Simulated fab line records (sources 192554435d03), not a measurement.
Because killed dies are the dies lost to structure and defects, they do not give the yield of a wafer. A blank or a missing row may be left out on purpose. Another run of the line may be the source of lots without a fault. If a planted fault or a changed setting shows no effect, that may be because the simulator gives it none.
One fault through the eyes of 2 desks    flow n5Finfet    what lay behind the numbers comes last; until then each desk has only its own

THE TOOL OWNER'S DESK: pecvd-04
The tool's own readings at N5_BEOL_M0_SAQP_PECVD_97 (deposits SiNx from SiH4/NH3/N2, target thk 23 nm, time 19.9 s): means of the sampled wafers that have a number, for each lot that ran on this tool. If a lot's mean is further than 4 standard deviations from the usual mean, the lot is out of limits and carries the mark OUT (the distance appears in the brackets).
Columns: A = chamberPressureTorr at N5_BEOL_M0_SAQP_PECVD_97, usual 1.500 Torr; B = heaterPowerW at N5_BEOL_M0_SAQP_PECVD_97, usual 509 W; C = showerheadPlenumPTorr at N5_BEOL_M0_SAQP_PECVD_97, usual 5.12 Torr; D = throttleValvePct at N5_BEOL_M0_SAQP_PECVD_97, usual 39.5 %
lot   first seen here  A      B    C     D
L436  day 5 21:04      1.501  463  5.12  39.5
L442  day 7 03:38      1.496  516  5.16  39.3
L444  day 7 22:07      1.498  492  5.16  39.3
This desk's verdict: no lot among the 3 shows anything out of limits.

AT THE METROLOGY DESK
What the gauges read for every lot (on any tool): the sampled wafers with a number, averaged. If a lot's mean is further than 4 standard deviations from the usual mean, the lot is out of limits and carries the mark OUT (the distance appears in the brackets). Of its 10 readings 7 are shown: those that lie furthest out on some lot.
Columns: A = DIBL_P at N5_BEOL_M4_RC_MEAS_101, usual 36.3 mV/V; B = IOFF_N at N5_BEOL_M4_RC_MEAS_101, usual 0.155 nA/um; C = IOFF_P at N5_BEOL_M4_RC_MEAS_101, usual 0.211 nA/um; D = ION_N at N5_BEOL_M4_RC_MEAS_101, usual 672 uA/um; E = ION_P at N5_BEOL_M4_RC_MEAS_101, usual 462 uA/um; F = VT_N at N5_BEOL_M4_RC_MEAS_101, usual 249.9 mV; G = VT_P at N5_BEOL_M4_RC_MEAS_101, usual -249.8 mV
lot   first seen here  A     B      C      D    E    F      G
L436  day 9 18:02      37.5  0.174  0.227  679  460  249.5  -249.2
L442  day 13 01:53     36.5  0.168  0.208  678  462  247.8  -249.8
L444  day 13 23:03     37.5  0.150  0.184  672  455  250.4  -252.5
L449  day 15 18:53     35.1  0.152  0.234  672  467  248.2  -245.7
This desk's verdict: no lot among the 4 shows anything out of limits.

BROUGHT TOGETHER
The desk of the tool owner found nothing out of limits.
From the metrology desk's view, nothing was out of limits.

WHAT WAS PUT IN BY THE SIMULATOR
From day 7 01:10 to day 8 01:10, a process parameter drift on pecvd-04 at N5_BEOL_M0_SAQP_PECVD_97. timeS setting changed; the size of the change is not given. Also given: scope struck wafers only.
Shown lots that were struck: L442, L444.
